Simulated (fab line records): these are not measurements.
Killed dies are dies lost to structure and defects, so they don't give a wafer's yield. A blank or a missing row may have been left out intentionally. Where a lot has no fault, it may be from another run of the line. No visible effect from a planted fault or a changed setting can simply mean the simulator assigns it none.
fab line records	flow n5-finfet
record: lots: 6	wafers: 18	last-day: 18
route steps=1938 shown BEOL_M7@1330 BEOL_M8@1332 PASSIVATION@1936
lots with no fault: from the same line, run without faults
start-h: start of the lot's first displayed wafer, in hours after the record's first day	wait-h: hours from the lot's prior step to this one	" as in the row above	L1.1+2: a row that stands for several wafers	- value missing, or start not given	* or withheld: withheld	< > ~ a bound
route shown NAME@n: NAME is a module with steps in the file, n the number in the route of the first one	usual: average and standard deviation across the fault-free wafers	same: alike in all rows	chamber/n: place in a boat	sites: readings site by site	_std_site: their standard deviation	_edge_site: mean of outer sites minus mean of inner sites	radius-mm: how far each site lies from the wafer's centre	mask NAME#n: copy n	behind: tool/chamber where the wafer was last shaped	hold: reason for holding the lot/hours on hold/outcome of the hold	device: transistor that didn't switch, given as n, p or np	end of line: tests of these same wafers at the route's end	a step given without rows: its recipe and nothing more	killed: at the first sort, the dies lost to defects and structure; wafer yield is something else	map: the dies of a wafer, with x for killed, . for not killed, _ for no die there
set.NAME: the run value of the setting; set.NAME@STEP: its run value at that earlier step	model.NAME: the simulator's own value behind a step, which no gauge read
lots at some steps of the route; a table a step, a row a wafer
services: the hour from which a tool's chamber was out of use, counted from the record's first day as start-h (under 0 if before that day), plus the number of hours and why
== steps ==
step: N5_BEOL_M7_RS_MEAS_57
recipe: thk-meas-gauge: four-point-probe	reads: Cu_of_BEOL_M7_ECD_50+Co_of_BEOL_M7_CVD_78+TaN_of_BEOL_M7_ALD_77
usual: M7_RS: 0.287/0.0076
lot.wafer	tool	chamber	start-h	wait-h	M7_RS[ohm/sq]
L820.2	film-metro-01	-	230.83	0.1	0.286
L820.3	"	-	"	"	0.281
L820.4	"	-	"	"	0.299
L823.1	film-metro-02	-	245.65	0.1	0.273
L823.2	"	-	"	"	0.284
L823.6	"	-	"	"	0.295
L831.2	film-metro-01	-	303.16	0.1	0.302
L831.3	"	-	"	"	0.284
L831.5	"	-	"	"	0.295
L835.1	film-metro-02	-	343.22	0.1	0.288
L835.2	"	-	"	"	0.273
L835.3	"	-	"	"	0.279
L837.1	film-metro-01	-	343.43	0.1	0.303
L837.4	"	-	"	"	0.289
L837.5	"	-	"	"	0.288
L838.1	film-metro-02	-	364.56	0.1	0.285
L838.5	"	-	"	"	0.291
L838.6	"	-	"	"	0.278
step: N5_BEOL_M7_INSPECT_58
recipe: inspect-instrument: darkfield	mode: post-dep
usual: raw-defect-count: 75/27
lot.wafer	tool	chamber	start-h	wait-h	raw-defect-count
L820.2	defect-inspect-02	-	230.85	0.0	57
L820.3	"	-	"	"	53
L820.4	"	-	"	"	36
L823.1	defect-inspect-01	-	245.68	0.0	113
L823.2	"	-	"	"	86
L823.6	"	-	"	"	76
L831.2	defect-inspect-01	-	303.18	0.0	48
L831.3	"	-	"	"	52
L831.5	"	-	"	"	63
L835.1	defect-inspect-01	-	343.25	0.0	63
L835.2	"	-	"	"	71
L835.3	"	-	"	"	45
L837.1	defect-inspect-02	-	343.46	0.0	56
L837.4	"	-	"	"	60
L837.5	"	-	"	"	152
L838.1	defect-inspect-02	-	364.58	0.0	77
L838.5	"	-	"	"	71
L838.6	"	-	"	"	60
step: N5_BEOL_M8_ILD_DEP_00
recipe: material: SiCOH_lowk	target-thk-a: 1797.5	temp-c: 300	precursor: DEMS/porogen	pressure-torr: 5	rf-w: 500	time-s: 33.4
usual: heater-power-w: 296/49	showerhead-plenum-p-Torr: 5.746/0.012	throttle-valve-pct: 13.8/0.57
lot.wafer	tool	chamber	start-h	wait-h	heater-power-w	showerhead-plenum-p-Torr	since-wet-clean-h	throttle-valve-pct
L820.2	pecvd-02	0	230.89	0.0	271	5.747	935	14.5
L820.3	"	1	"	"	362	5.727	1660	13.7
L820.4	"	2	"	"	281	5.738	-	13.1
L823.1	pecvd-03	0	245.71	0.0	208	5.748	768	13.6
L823.2	"	1	"	"	352	5.745	1493	13.3
L823.6	"	0	"	"	215	5.745	-	13.7
L831.2	pecvd-01	0	303.22	0.0	328	5.738	1188	14.1
L831.3	"	2	"	"	288	5.750	400	13.9
L831.5	"	0	"	"	333	5.724	-	14.0
L835.1	pecvd-01	2	343.29	0.0	233	5.752	440	14.0
L835.2	"	1	"	"	353	5.757	1953	13.6
L835.3	"	0	"	"	327	5.707	1228	14.0
L837.1	pecvd-02	1	343.49	0.0	363	5.750	1772	13.8
L837.4	"	1	"	"	373	5.742	-	13.6
L837.5	"	0	"	"	258	5.752	-	14.8
L838.1	pecvd-03	2	364.62	0.0	307	5.749	106	12.7
L838.5	"	2	"	"	240	5.746	-	12.8
L838.6	"	0	"	"	194	5.754	-	13.8
step: N5_BEOL_M8_CURE_74
recipe: temp-c: 385	time-s: 240	ambient: He/Ar	material: SiCOH_lowk
usual: lamp-power-pct: 52.32/0.056	wafer_temp_C_max: 386.9/0.7
lot.wafer	tool	chamber	start-h	wait-h	lamp-power-pct	wafer_temp_C_max
L820.2	uv-cure-03	2	236.85	5.9	52.22	389.1
L820.3	"	2	"	"	52.37	386.6
L820.4	"	2	"	"	52.28	388.3
L823.1	uv-cure-03	2	245.80	0.1	52.40	387.5
L823.2	"	2	"	"	52.33	387.5
L823.6	"	2	"	"	52.26	387.0
L831.2	uv-cure-03	2	303.36	0.1	52.41	388.9
L831.3	"	2	"	"	52.34	387.4
L831.5	"	2	"	"	52.25	387.8
L835.1	uv-cure-03	2	343.35	0.0	52.35	387.8
L835.2	"	2	"	"	52.30	388.1
L835.3	"	2	"	"	52.41	388.2
L837.1	uv-cure-01	1	343.65	0.1	52.22	386.4
L837.4	"	1	"	"	52.29	385.7
L837.5	"	1	"	"	52.30	385.6
L838.1	uv-cure-03	2	364.68	0.0	52.30	388.8
L838.5	"	2	"	"	52.30	387.0
L838.6	"	2	"	"	52.26	387.8
step: N5_BEOL_M8_THK_MEAS_01
recipe: reads: SiCOH_lowk_of_BEOL_M8_ILD_DEP_00
usual: M8_ILD_THK: 154.7/1.9
lot.wafer	tool	chamber	start-h	wait-h	M8_ILD_THK[nm]
L820.2	film-metro-01	-	237.28	0.4	152.2
L820.3	"	-	"	"	152.2
L820.4	"	-	"	"	155.5
L823.1	film-metro-01	-	246.31	0.4	156.5
L823.2	"	-	"	"	154.6
L823.6	"	-	"	"	155.4
L831.2	film-metro-01	-	303.80	0.4	152.9
L831.3	"	-	"	"	152.9
L831.5	"	-	"	"	153.5
L835.1	film-metro-01	-	343.86	0.4	153.6
L835.2	"	-	"	"	152.0
L835.3	"	-	"	"	153.3
L837.1	film-metro-01	-	344.17	0.4	153.4
L837.4	"	-	"	"	156.6
L837.5	"	-	"	"	155.7
L838.1	film-metro-01	-	365.20	0.4	156.2
L838.5	"	-	"	"	157.5
L838.6	"	-	"	"	155.7
step: N5_BEOL_M8_PECVD_70
recipe: material: SiO2	target-thk-a: 200	temp-c: 400	precursor: TEOS/O2	pressure-torr: 5.5	rf-w: 450	teos-flow-sccm: 53.8	gas: O2	flow-sccm: 3000	time-s: 22.7
usual: heater-power-w: 688/90	showerhead-plenum-p-Torr: 8.81/0.044	throttle-valve-pct: 22.2/0.86
lot.wafer	tool	chamber	start-h	wait-h	heater-power-w	showerhead-plenum-p-Torr	since-wet-clean-h	throttle-valve-pct
L820.2	pecvd-01	2	237.32	0.0	649	8.85	334	22.1
L820.3	"	2	"	"	657	8.84	-	22.3
L820.4	"	0	"	"	744	8.69	-	22.6
L823.1	pecvd-03	0	246.35	0.0	589	8.83	769	22.0
L823.2	"	1	"	"	781	8.81	1494	21.4
L823.6	"	0	"	"	594	8.81	-	21.9
L831.2	pecvd-03	1	303.83	0.0	814	8.82	1551	21.8
L831.3	"	2	"	"	666	8.86	45	20.4
L831.5	"	2	"	"	670	8.86	-	20.6
L835.1	pecvd-02	0	343.90	0.0	586	8.83	1048	24.0
L835.2	"	1	"	"	768	8.79	1773	22.9
L835.3	"	2	"	"	653	8.78	294	21.4
L837.1	pecvd-03	0	344.20	0.0	598	8.83	867	21.9
L837.4	"	2	"	"	661	8.85	-	20.8
L837.5	"	1	"	"	716	8.83	-	21.6
L838.1	pecvd-03	1	365.23	0.0	768	8.83	1613	21.9
L838.5	"	2	"	"	688	8.82	-	20.8
L838.6	"	0	"	"	597	8.84	-	22.2
step: N5_BEOL_M8_HM_DEP_02
recipe: material: TiN	target-thk-a: 200	temp-c: 25	chamber-pressure-pa: 0.49996
usual: throttle-valve-pct: 30.1/1.1
lot.wafer	tool	chamber	start-h	wait-h	throttle-valve-pct
L820.2	pvd-sputter-02	-	237.75	0.4	29.1
L820.3	"	-	"	"	28.8
L820.4	"	-	"	"	29.6
L823.1	pvd-sputter-02	-	247.34	1.0	29.1
L823.2	"	-	"	"	28.7
L823.6	"	-	"	"	29.3
L831.2	pvd-sputter-03	-	304.24	0.4	30.3
L831.3	"	-	"	"	29.7
L831.5	"	-	"	"	32.8
L835.1	pvd-sputter-03	-	344.34	0.4	32.4
L835.2	"	-	"	"	30.9
L835.3	"	-	"	"	29.4
L837.1	pvd-sputter-01	-	344.68	0.5	30.0
L837.4	"	-	"	"	31.0
L837.5	"	-	"	"	31.3
L838.1	pvd-sputter-02	-	366.63	1.4	28.9
L838.5	"	-	"	"	28.6
L838.6	"	-	"	"	29.0
step: N5_BEOL_M8_COAT_59
recipe: resist: SOC	temp-c: 250	time-s: 60	spin-rpm: 1500	resist-thk-nm: 100
step: N5_BEOL_M8_COAT_60
recipe: resist: SiARC	temp-c: 220	time-s: 60	spin-rpm: 1500	resist-thk-nm: 35
step: N5_BEOL_M8_COAT_05
recipe: resist: CAR-ArF	spin-rpm: 1500	resist-thk-nm: 90
step: N5_BEOL_M8_EBR_07
recipe: solvent: PGMEA	ebr-width-mm: 1.5
step: N5_BEOL_M8_SOFTBAKE_06
recipe: temp-c: 110	time-s: 60	resist: CAR-ArF
step: N5_BEOL_M8_EXPOSE_08
recipe: mask-id: M8	na: 1.35	source-shape: dipole	sigma-inner: 0.817	sigma-outer: 0.97	polarization: te	dose-mj: 68.25
lot.wafer	tool	chamber	start-h	wait-h	mask	model.BEOL_M8.overlay-x-nm
L820.2+3+4	arfi-scanner-01	0	238.12	-	M8#0	-0.8
L823.1+2+6	arfi-scanner-02	0	247.73	-	M8#0	0.4
L831.2+3+5	arfi-scanner-02	0	304.62	-	M8#0	19.8
L835.1+2+3	arfi-scanner-02	0	344.71	-	M8#0	20.2
L837.1+4+5	arfi-scanner-01	0	345.05	-	M8#0	-0.6
L838.1+5+6	arfi-scanner-01	0	366.89	-	M8#0	-0.2
step: N5_BEOL_M8_PEB_09
recipe: peb-temp-c: withheld	peb-time-s: 60	resist: CAR-ArF
step: N5_BEOL_M8_DEVELOP_10
recipe: develop-time-s: 30	developer: TMAH	resist: CAR-ArF	rinse-liquid: diw	dry: air-spin	dev-temp-c: 23
step: N5_BEOL_M8_CD_MEAS_11
recipe: target-cd-nm: 38.5	landing-energy-ev: 500	detector: se-inlens	polarity: opening
usual: cd-nm: 38.4/0.43
lot.wafer	tool	chamber	start-h	wait-h	cd-nm
L820.2	cd-sem-01	0	238.24	-	38.7
L820.3	"	0	"	"	38.5
L820.4	"	0	"	"	38.2
L823.1	cd-sem-02	0	247.85	-	38.7
L823.2	"	0	"	"	38.9
L823.6	"	0	"	"	38.1
L831.2	cd-sem-01	0	304.74	-	39.0
L831.3	"	0	"	"	38.6
L831.5	"	0	"	"	38.6
L835.1	cd-sem-02	0	344.84	-	38.6
L835.2	"	0	"	"	38.3
L835.3	"	0	"	"	38.0
L837.1	cd-sem-01	0	345.17	-	38.2
L837.4	"	0	"	"	38.6
L837.5	"	0	"	"	38.3
L838.1	cd-sem-01	0	367.02	-	37.7
L838.5	"	0	"	"	38.1
L838.6	"	0	"	"	38.3
step: N5_BEOL_M8_OVL_MEAS_12
recipe: points-per-wafer: 44
usual: M8_OVL: 0.2/0.66
same: points-per-wafer: 44
lot.wafer	tool	chamber	start-h	wait-h	M8_OVL[nm]
L820.2	overlay-01	0	238.27	0.0	-0.5
L820.3	"	0	"	"	-0.8
L820.4	"	0	"	"	-2.0
L823.1	overlay-02	0	247.88	0.0	0.5
L823.2	"	0	"	"	0.3
L823.6	"	0	"	"	-0.2
L831.2	overlay-01	0	304.77	0.0	20.1
L831.3	"	0	"	"	20.1
L831.5	"	0	"	"	20.0
L835.1	overlay-01	0	344.87	0.0	20.4
L835.2	"	0	"	"	20.6
L835.3	"	0	"	"	20.8
L837.1	overlay-01	0	345.20	0.0	0.1
L837.4	"	0	"	"	-0.1
L837.5	"	0	"	"	0.0
L838.1	overlay-01	0	367.06	0.0	-0.1
L838.5	"	0	"	"	-1.0
L838.6	"	0	"	"	-0.4
step: N5_BEOL_M8_INSPECT_13
recipe: mode: adi	inspect-instrument: brightfield
usual: raw-defect-count: 394/84
lot.wafer	tool	chamber	start-h	wait-h	raw-defect-count
L820.2	defect-inspect-02	-	238.30	0.0	439
L820.3	"	-	"	"	249
L820.4	"	-	"	"	290
L823.1	defect-inspect-02	-	248.18	0.3	566
L823.2	"	-	"	"	330
L823.6	"	-	"	"	496
L831.2	defect-inspect-01	-	304.79	0.0	233
L831.3	"	-	"	"	508
L831.5	"	-	"	"	444
L835.1	defect-inspect-02	-	344.90	0.0	347
L835.2	"	-	"	"	426
L835.3	"	-	"	"	336
L837.1	defect-inspect-01	-	345.23	0.0	333
L837.4	"	-	"	"	302
L837.5	"	-	"	"	490
L838.1	defect-inspect-02	-	367.08	0.0	437
L838.5	"	-	"	"	339
L838.6	"	-	"	"	344
step: N5_PASSIVATION_PROBE_49
usual: defect-limited-yield: 91.0/1.6	killed_at_M0_to_M3: 35/11	killed_at_M4_up: 14/5.3	killed-at-contacts: 13/6.7	killed-at-front-end: 41/12	killed-at-other: 3.9/2.7	killed-dies: 106/19	killed-open: 70/14	killed-short: 35/8.8	sort_bin_5_function: 5.3/1	sort_bin_6_memory: 3.3/0.81	sort-n-pass: 1073/19	sort-yield-pct: 91.0/1.6
same: gross-dies: 1180	killed-at-back-side: 0	sort_bin_4_leakage[%]: 0	sort_bin_8_speed[%]: 0
lot.wafer	tool	chamber	start-h	wait-h	defect-limited-yield[%]	killed_at_M0_to_M3	killed_at_M4_up	killed-at-contacts	killed-at-front-end	killed-at-other	killed-dies	killed-open	killed-short	sort_bin_5_function[%]	sort_bin_6_memory[%]	sort-n-pass	sort-yield-pct[%]
L820.2	prober-01	-	308.11	1.0	87.3	56	12	25	52	5	150	106	44	7.7	4.7	1030	87.3
L820.3	prober-01	-	308.16	1.1	89.8	26	11	28	49	6	120	78	41	5.7	4.3	1060	89.8
L820.4	prober-01	-	308.21	1.1	86.4	70	16	26	45	3	160	107	53	6.8	6.2	1020	86.4
L831.2	prober-02	-	370.69	0.1	91.4	32	14	11	40	5	102	64	36	4.7	3.4	1078	91.4
L831.3	prober-02	-	370.74	0.1	90.7	40	13	6	44	7	110	55	44	4.8	3.2	1070	90.7
L831.5	prober-02	-	370.84	0.2	90.3	20	38	10	45	1	114	55	33	5.6	2.9	1066	90.3
L835.1	prober-02	-	423.41	0.0	89.2	23	31	5	64	4	127	63	44	6.8	3.0	1053	89.2
L835.2	prober-02	-	423.46	0.1	89.1	28	33	12	55	1	129	68	38	5.8	3.6	1051	89.1
L835.3	prober-02	-	423.51	0.1	91.2	20	27	7	48	2	104	63	20	5.0	2.5	1076	91.2
killed by level:class
L820.2 MOL_CONTACT_COAG:geometric-particle:open=22 BEOL_M0_SAQP:geometric-particle:open=15 BEOL_M1:geometric-particle:open=13 FIN_SAQP:geometric-particle:open=11 BEOL_M0_SAQP:geometric-particle:short=11 FIN_SAQP:geometric-particle:short=8 BEOL_M3:geometric-particle:open=7 DUMMY_GATE:geometric-particle:open=6
L820.3 MOL_CONTACT_COAG:geometric-particle:open=23 FIN_SAQP:geometric-particle:open=14 BEOL_M0_SAQP:geometric-particle:short=11 FIN_SAQP:geometric-particle:short=7 BEOL_M0_SAQP:geometric-particle:open=7 GATE_CUT:geometric-particle:short=6 STI_FIN_REVEAL:geometric-particle:open=5 MOL_CONTACT_COAG:geometric-particle:short=5
L820.4 BEOL_M0_SAQP:geometric-particle:short=22 MOL_CONTACT_COAG:geometric-particle:open=20 FIN_SAQP:geometric-particle:open=16 BEOL_M0_SAQP:geometric-particle:open=15 BEOL_M1:geometric-particle:open=14 FIN_SAQP:geometric-particle:short=11 BEOL_M3:geometric-particle:open=8 MOL_CONTACT_COAG:geometric-particle:short=6
L831.2 BEOL_M3:geometric-particle:open=14 FIN_SAQP:geometric-particle:short=13 MOL_CONTACT_COAG:geometric-particle:open=11 STI_FIN_REVEAL:geometric-particle:open=6 BEOL_M0_SAQP:geometric-particle:short=6 BEOL_M1:geometric-particle:open=6 FIN_SAQP:geometric-particle:open=5 BEOL_M4:geometric-particle:open=5
L831.3 BEOL_M0_SAQP:geometric-particle:short=15 BEOL_M0_SAQP:geometric-particle:open=11 BEOL_M8:overlay=11 FIN_SAQP:geometric-particle:open=7 STI_FIN_REVEAL:geometric-particle:open=7 GATE_CUT:geometric-particle:open=6 FIN_SAQP:geometric-particle:short=5 GATE_CUT:geometric-particle:short=5
L831.5 BEOL_M8:overlay=26 STI_FIN_REVEAL:geometric-particle:open=14 MOL_CONTACT_COAG:geometric-particle:open=9 FIN_SAQP:geometric-particle:short=7 STI_FIN_REVEAL:geometric-particle:short=7 BEOL_M8:geometric-particle:open=6 GATE_CUT:geometric-particle:short=5 BEOL_M1:geometric-particle:open=5
L835.1 BEOL_M8:overlay=19 FIN_SAQP:geometric-particle:short=17 FIN_SAQP:geometric-particle:open=16 STI_FIN_REVEAL:geometric-particle:open=9 BEOL_M2:geometric-particle:open=9 GATE_CUT:geometric-particle:short=6 MOL_CONTACT_COAG:geometric-particle:open=4 BEOL_M3:geometric-particle:open=4
L835.2 BEOL_M8:overlay=22 FIN_SAQP:geometric-particle:open=13 GATE_CUT:geometric-particle:short=12 MOL_CONTACT_COAG:geometric-particle:open=11 STI_FIN_REVEAL:geometric-particle:open=10 FIN_SAQP:geometric-particle:short=8 BEOL_M1:geometric-particle:open=7 BEOL_M2:geometric-particle:open=7
L835.3 BEOL_M8:overlay=21 STI_FIN_REVEAL:geometric-particle:open=14 BEOL_M2:geometric-particle:open=10 FIN_SAQP:geometric-particle:open=8 FIN_SAQP:geometric-particle:short=8 BEOL_M3:geometric-particle:open=6 DUMMY_GATE:geometric-particle:open=5 GATE_CUT:geometric-particle:open=4
== services ==
tool	chamber	start-h	hours	kind
uv-cure-01	-	221.54	2.5	repair
pecvd-03	2	222.84	7.1	repair
arfi-scanner-02	0	223.17	-	calibration
arfi-scanner-01	-	226.20	1.3	pm
pecvd-03	2	229.98	-	clean
pecvd-03	2	229.98	-	consumable-replace:showerhead
pecvd-03	2	229.98	29.0	scheduled-down
pecvd-03	2	229.98	29.0	vent-cycle
pecvd-01	1	231.76	22.7	repair
arfi-scanner-02	-	238.91	1.0	repair
arfi-scanner-02	-	243.51	1.0	pm
arfi-scanner-01	-	262.99	0.8	pm
pecvd-02	-	264.28	5.5	pm
arfi-scanner-02	-	267.64	1.0	repair
arfi-scanner-02	-	288.35	3.9	pm
arfi-scanner-01	-	293.20	1.0	pm
arfi-scanner-02	-	294.28	0.8	pm
pvd-sputter-03	-	294.50	0.8	repair
uv-cure-01	-	311.57	1.0	pm
arfi-scanner-02	-	322.06	1.3	pm
pecvd-03	-	324.74	0.7	repair
arfi-scanner-02	-	351.19	1.2	repair
arfi-scanner-01	-	351.70	1.3	pm
arfi-scanner-02	-	363.24	9.7	repair
== key ==
first-sign: step: N5_BEOL_M8_OVL_MEAS_12	reading: M8_OVL	direction: up	sigmas: 30	usual: 0.2	struck: 20.4
effect: step: N5_PASSIVATION_PROBE_49	reading: killed_at_M4_up	direction: up	sigmas: 2.4	usual: 14	struck: 26	wafers-moved: 5
model-effect: step: N5_BEOL_M8_EXPOSE_08	value: BEOL_M8.overlay-x-nm	without: 0.2	struck: 20
met-at N5_BEOL_M8_EXPOSE_08
struck-wafers L831.2,L831.3,L831.5,L835.1,L835.2,L835.3
onset-between 247.73 304.62
also-fits N5_BEOL_M8_ILD_DEP_00:pecvd-01,N5_BEOL_M8_HM_DEP_02:pvd-sputter-03
fault: kind: scanner-matching-overlay	tool: arfi-scanner-02	chamber: -	onset-h: 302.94	steps: N5_BEOL_M8_EXPOSE_08	offset: 19.789
